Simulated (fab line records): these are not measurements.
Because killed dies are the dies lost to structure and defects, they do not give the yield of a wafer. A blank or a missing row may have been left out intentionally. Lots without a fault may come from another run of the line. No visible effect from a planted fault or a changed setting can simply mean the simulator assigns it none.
A lot that was struck, set against a sound lot | flow n5Finfet | 16 out of 1938 route steps
Sound: the wafers L126.1, L126.4, L126.6. Struck: wafer L119.1 (L119.2, L119.4, from the same lot, were not struck and are left out); the cause is given at the end.
Per side, at each step with rows, come the tool, then ch with its chambers, and then its first start. Under that, the readings that differ: sound wafers | struck wafers | difference of the means | sigmas: that difference in standard deviations of wafers without a fault.
alike: a reading whose means differ by less than 2 such deviations, as well as words and numbers matching on both sides. not compared: withheld readings; readings where some wafer has no value; bounds like >300 that might hide an equal value; numbers whose values overlap and for which the record gives no deviation.
The two part at a step that has a row with sigmas, a row that says differs or no value, or rows on one side only. Numbers that have no deviation but don't overlap get no sigmas and don't part them. Lack of a reading on every wafer of one side parts them only where that side has two or more wafers.

first, 7 steps without rows for these wafers: N5_GATE_CUT_COAT_27 (time 60 s, resist thk 10 nm); N5_GATE_CUT_COAT_07 (resist thk 30 nm); N5_GATE_CUT_EBR_09; N5_GATE_CUT_SOFTBAKE_08 (time 60 s); N5_GATE_CUT_EXPOSE_10 (exposes mask GATE CUT, target cd 20 nm); N5_GATE_CUT_PEB_11 (peb time 60 s); N5_GATE_CUT_DEVELOP_12 (develop time 30 s).
N5_GATE_CUT_CD_MEAS_13: the cd target is 20 nm.
  sound on cdSem-03 ch 0, day 8 10:38; struck on cdSem-02 ch 0, day 6 14:55
  alike: cdNm
N5_GATE_CUT_OVL_MEAS_14:
  sound on overlay-01 ch 0, day 8 10:40; struck on overlay-01 ch 0, day 6 14:57
  alike: GATE_CUT_OVL
N5_GATE_CUT_INSPECT_15: inspects for defects (brightfield).
  sound: defectInspect-02 at day 8 10:43; struck: defectInspect-02 at day 6 15:01
  alike: rawDefectCount
N5_GATE_CUT_DESCUM_18: chemistry O2, time 7 s.
  sound on rieDiel-02 ch 0,2,3, day 8 10:46; struck on rieDiel-05 ch 3, day 6 15:02
  alike: drypumpMotorCurrentA, oesProductAu, rfVppV, showerheadPlenumPTorr, throttleValvePct
  not compared: rfHoursCounterH
N5_GATE_CUT_ETCH_28: etches underlayer in N2/H2, target depth 13 nm, time 10.4 s.
  sound on rieDiel-02 ch 0,2,3, day 8 10:47; struck on rieDiel-05 ch 3, day 6 15:05
  alike: drypumpMotorCurrentA, etchRfOnTimeS, oesProductAu, rfVppV, showerheadPlenumPTorr, throttleValvePct
  not compared: rfHoursCounterH
N5_GATE_CUT_ETCH_36: etches SiARC in CF4, target depth 13 nm, time 21.7 s.
  sound on rieDiel-02 ch 0,2,3, day 8 10:49; struck on rieDiel-05 ch 3, day 6 15:06
reading           | sound          | struck | difference | sigmas
etchRfOnTimeS (s) | 22.1 21.7 22.4 | 29.5   | +7.4       | +15
  alike: drypumpMotorCurrentA, oesProductAu, rfVppV, showerheadPlenumPTorr, throttleValvePct
  not compared: rfHoursCounterH
N5_GATE_CUT_ETCH_37: etches SOC in N2/H2, target depth 60 nm, overetch 12 nm, time 90 s.
  sound on rieDiel-02 ch 0,2,3, day 8 10:50; struck on rieDiel-05 ch 3, day 6 15:07
  alike: drypumpMotorCurrentA, oesProductAu, rfVppV, showerheadPlenumPTorr, throttleValvePct
  not compared: rfHoursCounterH
-- the record jumps here: 5 days lie between the struck wafers' starts before and after (it left off in module GATE_CUT and takes up again in module BEOL_M4, whose first step shown is number 1111 of the route) --
N5_BEOL_M4_RC_MEAS_101:
  sound on prober-01 ch 0, day 13 17:37; struck on prober-02 ch 0, day 11 07:42
  alike: DIBL_N, DIBL_P, IOFF_N, IOFF_P, ION_N, ION_P, SS_N, SS_P, VT_N, VT_P
-- here the record skips 5 days between the struck wafers' starts before and after, leaving off in module BEOL_M4 and picking up in module PASSIVATION (first step shown: number 1936 of the route) --
N5_PASSIVATION_PROBE_49:
  sound: prober-01 at day 18 08:36; struck: prober-01 at day 15 20:37
  alike: defectLimitedYield, killed_at_M0_to_M3, killed_at_M4_up, killedAtContacts, killedAtFrontEnd, killedAtOther, killedDies, killedOpen, killedShort, sort_bin_5_function, sort_bin_6_memory, sortNPass, sortYieldPct

## WHERE THEY PART
N5_GATE_CUT_ETCH_36 only, going by this record. Later steps at which nothing parts them and some readings are alike: N5_GATE_CUT_ETCH_37, N5_BEOL_M4_RC_MEAS_101, N5_PASSIVATION_PROBE_49.

WHY: the cause the simulator had injected
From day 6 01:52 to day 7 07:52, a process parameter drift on rieDiel-05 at N5_GATE_CUT_ETCH_36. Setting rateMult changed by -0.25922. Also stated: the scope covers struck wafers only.
